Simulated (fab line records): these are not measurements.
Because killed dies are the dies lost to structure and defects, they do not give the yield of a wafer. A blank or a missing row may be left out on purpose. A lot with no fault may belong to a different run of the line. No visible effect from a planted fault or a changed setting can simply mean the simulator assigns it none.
Struck lot and sound lot, side by side | flow nand-harc | 24 out of 1159 route steps
Sound: wafers L156.2, L156.3, L156.4. Struck: wafers L155.1, L155.3, L155.4. The cause is named last.
For every step that has rows: the tool of each side, followed by ch and its chambers, followed by its first start. Under that, the readings that differ: sound wafers | struck wafers | difference of the means | sigmas: that difference in standard deviations of wafers without a fault.
alike: readings whose means differ by less than 2 such deviations, and words and numbers that are the same on both sides. not compared: withheld readings, readings that some wafer has no value for, bounds like >300 that may hide the same value, and numbers for which the record gives no deviation and whose values overlap.
The two part at a step that has a row with sigmas, a row that says differs or no value, or rows on one side only. Non-overlapping numbers with no deviation appear without sigmas and do not part them. A reading that every wafer of one side lacks parts them only if that side has two wafers or more.

NHARC_A_M0_INSPECT_27:
  sound on defect-inspect-02, day 19 16:47; struck on defect-inspect-02, day 19 04:05
  alike: raw-defect-count
NHARC_A_M0_PRE_CLEAN_31: time 12 s.
  sound on pecvd-02 ch 0,2, day 19 16:52; struck on pecvd-04 ch 0,1,2, day 19 04:10
  alike: heater-power-w
NHARC_A_M0_DEP_32: deposits SiCN, target thk 30 nm.
  sound on pecvd-02 ch 0,2, day 19 16:58; struck on pecvd-04 ch 0,1,2, day 19 04:17
  alike: heater-power-w
then, 8 steps without rows for these wafers: NHARC_A_M1_DEP_00 (deposits SiOC, target thk 182.5 nm); NHARC_A_M1_DEHYDRATE_01 (time 120 s); NHARC_A_M1_HMDS_02 (time 30 s); NHARC_A_M1_COAT_34 (time 65 s); NHARC_A_M1_COAT_03 (resist thk 90 nm); NHARC_A_M1_SOFTBAKE_04 (time 55 s); NHARC_A_M1_EBR_05; NHARC_A_M1_EXPOSE_06 (exposes mask A M1, target cd 120 nm).
NHARC_A_M1_PEB_07: peb time 65 s.
  sound on litho-track-04 ch 0, day 19 17:58; struck on litho-track-06 ch 0, day 19 05:26
  reading                  | sound              | struck            | difference | sigmas
  heater-power-total-W (W) | 157.1 156.6 156.0  | 125.8 126.4 125.8 | -30.6      | -71
  plate-temp-C (C)         | 100.14 99.91 99.95 | 85.66 85.50 85.61 | -14.41     | -99 or more
then, 1 step without rows for these wafers: NHARC_A_M1_DEVELOP_08 (develop time 35 s).
NHARC_A_M1_CD_MEAS_09 targets a cd of 120 nm.
  sound on cd-sem-03 ch 0, day 19 18:04; struck on cd-sem-03 ch 0, day 19 05:31
  reading    | sound             | struck         | difference | sigmas
  cd-nm (nm) | 119.9 119.8 120.0 | 42.1 41.5 41.9 | -78.1      | -99 or more
NHARC_A_M1_OVL_MEAS_10: pitch 240 nm.
  sound on overlay-01, day 19 18:08; struck on overlay-02, day 19 05:35
  alike: overlay-x-nm, overlay-y-nm
NHARC_A_M1_INSPECT_11:
  sound on defect-inspect-01, day 19 18:11; struck on defect-inspect-02, day 19 05:38
  alike: raw-defect-count
NHARC_A_M1_DESCUM_14: chemistry O2, time 3 s.
  sound on rie-diel-01 ch 1,2,3, day 19 18:14; struck on rie-diel-01 ch 0,2,3, day 19 05:41
  reading               | sound             | struck           | difference | sigmas
  rf-vpp-V (V)          | 59.0 58.7 58.7    | 55.9 56.6 57.9   | -2.0       | -2
  model.A_M1.cd-nm (nm) | 119.8 120.1 120.1 | 41.65 41.1 41.09 | -78.72     |
  alike: drypump-motor-current-A, oes-product-au, rf-hours-counter-h, showerhead-plenum-p-Torr, throttle-valve-pct
NHARC_A_M1_ETCH_35: etches the open film in N2/H2, target depth 40 nm, overetch 12 nm, time 43.94 s.
  sound on rie-diel-01 ch 0,1,3, day 19 18:20; struck on rie-diel-01 ch 0,1,3, day 19 05:47
  alike: drypump-motor-current-A, oes-product-au, rf-hours-counter-h, rf-vpp-V, showerhead-plenum-p-Torr, throttle-valve-pct
NHARC_A_M1_ETCH_15: etches the open film in C4F8/Ar, target depth 182.5 nm, time 91.2 s.
  sound on rie-diel-01 ch 0,2,3; struck on rie-diel-01 ch 0,1,2
  alike: oes-product-au, rf-hours-counter-h, rf-vpp-V
NHARC_A_M1_CD_MEAS_16:
  sound on cd-sem-02, day 19 18:33; struck on cd-sem-01, day 19 06:00
  reading    | sound             | struck         | difference | sigmas
  cd-nm (nm) | 119.3 120.1 120.3 | 41.0 40.9 41.0 | -78.9      | -99 or more
NHARC_A_M1_STRIP_18: strips in N2/H2.
  sound on rie-diel-10 ch 1,2,3, day 19 18:37; struck on rie-diel-01 ch 0,2,3, day 19 06:04
  reading                | sound | struck | difference | sigmas
  rf-hours-counter-h (h) | 6 5 6 | 3 3 3  | -3         |
  alike: drypump-motor-current-A, oes-product-au, rf-vpp-V, showerhead-plenum-p-Torr, throttle-valve-pct
NHARC_A_M1_ETCH_28: etches the open film in CF4/N2, target depth 30 nm, time 72.99 s.
  sound on rie-diel-10 ch 1,2,3; struck on rie-diel-01 ch 1,2,3
  reading                | sound             | struck         | difference | sigmas
  rf-hours-counter-h (h) | 6 6 5             | 3 3 3          | -3         |
  model.A_M1.cd-nm (nm)  | 119.7 120.2 119.8 | 40.56 40.34 41 | -79.27     |
  alike: drypump-motor-current-A, oes-product-au, rf-vpp-V, showerhead-plenum-p-Torr, throttle-valve-pct
then, 1 step without rows for these wafers: NHARC_A_M1_STRIP_19 (strips in post etch residue remover, time 600 s).
NHARC_END_SORT_01:
  sound on prober-02 ch 0, day 21 21:44; struck on prober-02 ch 0, day 20 16:32
  reading                  | sound          | struck         | difference | sigmas
  defect-limited-yield (%) | 93.2 93.9 94.5 | 0 0 0          | -94        | -55
  killed-at-array          | 42 36 34       | 671 669 669    | +632       | +53
  killed-dies              | 46 41 37       | 677 677 677    | +636       | +53
  sort_bin_2_pct (%)       | 0.9 2.1 1.6    | 97.2 97.6 97.9 | +96.0      | +99 or more
  sort-n-pass              | 631 636 640    | 0 0 0          | -636       | -53
  sort-rim-yield-pct (%)   | 94.3 95.3 97.2 | 0 0 0          | -96        | -64
  sort-yield-pct (%)       | 93.2 93.9 94.5 | 0 0 0          | -94        | -55
  alike: killed-at-other, killed-at-periphery, killed-open, killed-short, sort_bin_3_pct, sort_bin_4_pct

WHERE THEY PART
First at NHARC_A_M1_PEB_07; last, within this record, at NHARC_END_SORT_01.

WHY: the cause the simulator had injected
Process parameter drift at NHARC_A_M1_PEB_07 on litho-track-06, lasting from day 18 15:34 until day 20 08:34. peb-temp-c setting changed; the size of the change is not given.
